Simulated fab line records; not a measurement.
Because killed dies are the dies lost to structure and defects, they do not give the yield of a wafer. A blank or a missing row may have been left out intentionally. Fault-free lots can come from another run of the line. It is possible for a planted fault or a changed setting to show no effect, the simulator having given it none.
2 desks looking at one fault    flow nandHarc    only its own numbers are on each desk; what lay behind them is given at the end

## AT THE METROLOGY DESK
Lot by lot, what the gauges showed, no matter which tool ran the lot: averages of those sampled wafers that carry a number. Any lot whose mean is over 4 standard deviations away from the usual mean is out of limits and marked OUT; that distance is given in the brackets.
Columns: A = cdNm at NHARC_A_BONDPAD_CD_MEAS_13, usual 499.3 nm
lot   first seen here  A
L813  day 23 06:53     501.1
L815  day 23 14:03     498.3
L816  day 24 03:06     497.9
L817  day 24 13:47     499.5
L818  day 24 20:25     498.8
L819  day 25 13:01     498.9
L820  day 26 06:26     501.7
L822  day 26 19:20     502.5
L821  day 26 20:35     498.9
L824  day 27 22:28     498.9
L829  day 29 17:47     499.3
L831  day 30 12:36     498.4
L832  day 30 17:13     495.5
Finding of this desk: none of the 13 lots has anything out of limits.

## FOR THE TOOL OWNER'S DESK: rieDiel-12
The tool's own readings at NHARC_A_BONDPAD_ETCH_24 (etches the open film in CF4/N2, target depth 30 nm, time 72.99 s): means of the sampled wafers that have a number, for each lot that ran on this tool. Any lot whose mean is over 4 standard deviations away from the usual mean is out of limits and marked OUT; that distance is given in the brackets.
Columns: A = cf4FlowSccm at NHARC_A_BONDPAD_ETCH_24, usual 49.99 sccm; B = drypumpMotorCurrentA at NHARC_A_BONDPAD_ETCH_24, usual 5.9 A; C = oesProductAu at NHARC_A_BONDPAD_ETCH_24, usual 0.992 a.u.; D = rfVppV at NHARC_A_BONDPAD_ETCH_24, usual 315.3 V; E = showerheadPlenumPTorr at NHARC_A_BONDPAD_ETCH_24, usual 2.70 Torr; F = throttleValvePct at NHARC_A_BONDPAD_ETCH_24, usual 19.795 %
lot   first seen here  A      B    C      D      E     F
L815  day 23 14:17     49.92  5.8  0.975  314.9  2.67  19.800
L816  day 24 03:21     50.02  5.8  0.983  314.4  2.66  19.796
L817  day 24 14:07     49.93  5.8  0.992  314.4  2.67  19.792
L818  day 24 20:40     50.04  6.0  0.988  313.6  2.56  19.801
L819  day 25 13:14     50.15  5.9  0.989  315.3  2.68  19.800
L822  day 26 19:34     50.12  5.7  0.986  316.8  2.79  19.802
L824  day 27 22:41     50.08  6.0  0.994  313.3  2.56  19.795
L829  day 29 18:01     50.11  5.9  1.000  315.7  2.68  19.789
L831  day 30 12:50     49.90  5.9  0.990  314.6  2.69  19.796
L832  day 30 17:26     50.06  5.6  0.986  317.3  2.77  19.793
Finding of this desk: none of the 10 lots has anything out of limits.

## PUT TOGETHER
From the metrology desk's view, nothing was out of limits.
Nothing out of limits was seen by the tool owner's desk.

## WHAT THE SIMULATOR PUT IN
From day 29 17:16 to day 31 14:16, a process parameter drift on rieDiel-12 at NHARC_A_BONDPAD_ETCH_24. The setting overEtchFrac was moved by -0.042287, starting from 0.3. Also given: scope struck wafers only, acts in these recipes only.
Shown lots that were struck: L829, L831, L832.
